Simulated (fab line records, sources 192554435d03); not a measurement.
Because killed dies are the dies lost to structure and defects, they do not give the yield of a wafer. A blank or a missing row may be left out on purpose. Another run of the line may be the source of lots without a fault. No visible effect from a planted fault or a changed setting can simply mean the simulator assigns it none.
Split-lot study    flow n5Finfet    21 wafers read across 7 lots, on a route 1938 steps long

SPLIT DETAILS
At N5_BEOL_M1_COAT_05 (resist thk 30 nm), the setting spinRpm was moved away from the recipe's 1500 rpm on 6 of the 21 wafers read, by -3.5% to +5.2%. For the rest of the wafers, this setting stayed at what the recipe calls for.

FROM THE SPLIT TO THE READING: what the file shows between them, 4 steps
- N5_BEOL_M1_EBR_07
- N5_BEOL_M1_SOFTBAKE_06: time 60 s
- N5_BEOL_M1_EXPOSE_08: exposes mask M1
- N5_BEOL_M1_PEB_09: peb time 60 s

THE READING
CAR-EUV_of_BEOL_M1_COAT_05.thkNm (the simulator's own value, which no gauge read), in nm, at N5_BEOL_M1_DEVELOP_10 (develop time 30 s). The file does not state a usual value for it. Across the 15 wafers here that went through the recipe, the average is 29.5 nm and the standard deviation 0.094 nm.

wafer   tool, chamber at the split  spinRpm as run, rpm  against the recipe  CAR-EUV_of_BEOL_M1_COAT_05.thkNm, nm  against lot-mates on the recipe
L075.1  lithoTrack-03, 0            1500                 recipe              29.6                                  -
L075.6  lithoTrack-03, 0            1500                 recipe              29.6                                  -
L075.2  lithoTrack-03, 0            1500                 recipe              29.4                                  -
L078.1  lithoTrack-05, 0            1500                 recipe              29.4                                  -
L078.3  lithoTrack-05, 0            1564                 +4.3%               29                                    -0.4
L078.5  lithoTrack-05, 0            1564                 +4.3%               28.8                                  -0.6
L079.1  lithoTrack-03, 0            1500                 recipe              29.6                                  -
L079.3  lithoTrack-03, 0            1500                 recipe              29.6                                  -
L079.6  lithoTrack-03, 0            1500                 recipe              29.6                                  -
L081.4  lithoTrack-03, 0            1500                 recipe              29.6                                  -
L081.5  lithoTrack-03, 0            1500                 recipe              29.6                                  -
L081.6  lithoTrack-03, 0            1500                 recipe              29.6                                  -
L086.2  lithoTrack-03, 0            1500                 recipe              29.4                                  -
L086.3  lithoTrack-03, 0            1448                 -3.5%               30                                    +0.5
L086.4  lithoTrack-03, 0            1500                 recipe              29.6                                  -
L089.2  lithoTrack-04, 0            1500                 recipe              29.4                                  -
L089.6  lithoTrack-04, 0            1500                 recipe              29.4                                  -
L089.3  lithoTrack-04, 0            1449                 -3.4%               29.8                                  +0.4
L090.1  lithoTrack-03, 0            1500                 recipe              29.6                                  -
L090.4  lithoTrack-03, 0            1578                 +5.2%               28.8                                  -0.8
L090.5  lithoTrack-03, 0            1578                 +5.2%               28.8                                  -0.8

FIT RESULTS
A straight line over all 21 wafers: CAR-EUV_of_BEOL_M1_COAT_05.thkNm changes by -0.134 nm for each +1% of spinRpm; r = -0.95; the points scatter about the line by 0.1 nm.
The same after taking each lot's own level away (the mean of its wafers on the recipe; 21 wafers): -0.137 nm for each +1%; r = -0.98; scatter 0.073 nm.
On that fit, the largest move of spinRpm shifts the reading by 0.71 nm.
From 29.40 to 29.60 nm: that is the span of the lots' own levels, equal to 2.1 times the standard deviation above.
The two slopes agree, so the slope changes little with the lot-to-lot level.
Check: for one of the wafers moved furthest among these (+5.2%), held out of the fit, the line's prediction against its lot-mates is -0.688 nm. Against them it came out at -0.8 nm.

ADDITIONAL SPLITS CARRIED BY THESE WAFERS
These wafers also went through other splits before the reading. Each is held against what the fit with the lots' levels taken away leaves over:
other split on the same wafers    wafers away from the commonest value  r with CAR-EUV_of_BEOL_M1_COAT_05.thkNm (lot level and that fit taken away)
N5_BEOL_M0_SAQP_EXPOSE_11 doseMj  6                                     -0.12
N5_BEOL_M1_HM_DEP_02 targetThkA   8                                     -0.07

THE WHOLE CHAIN: every reading that the file lists as answering this split, in the file's order
step                   what it does       reading                                                                            change (the file's fit)                r (the file's)
N5_BEOL_M1_COAT_05     resist thk 30 nm   CAR-EUV_of_BEOL_M1_COAT_05.thkNm (the simulator's own value, which no gauge read)  -0.151 nm for each +1% of the setting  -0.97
N5_BEOL_M1_DEVELOP_10  develop time 30 s  CAR-EUV_of_BEOL_M1_COAT_05.thkNm (the simulator's own value, which no gauge read)  -0.136 nm for each +1% of the setting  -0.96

THE FILE'S OWN FIT
CAR-EUV_of_BEOL_M1_COAT_05.thkNm changes by -0.136 nm for each +1% of spinRpm, r = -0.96.
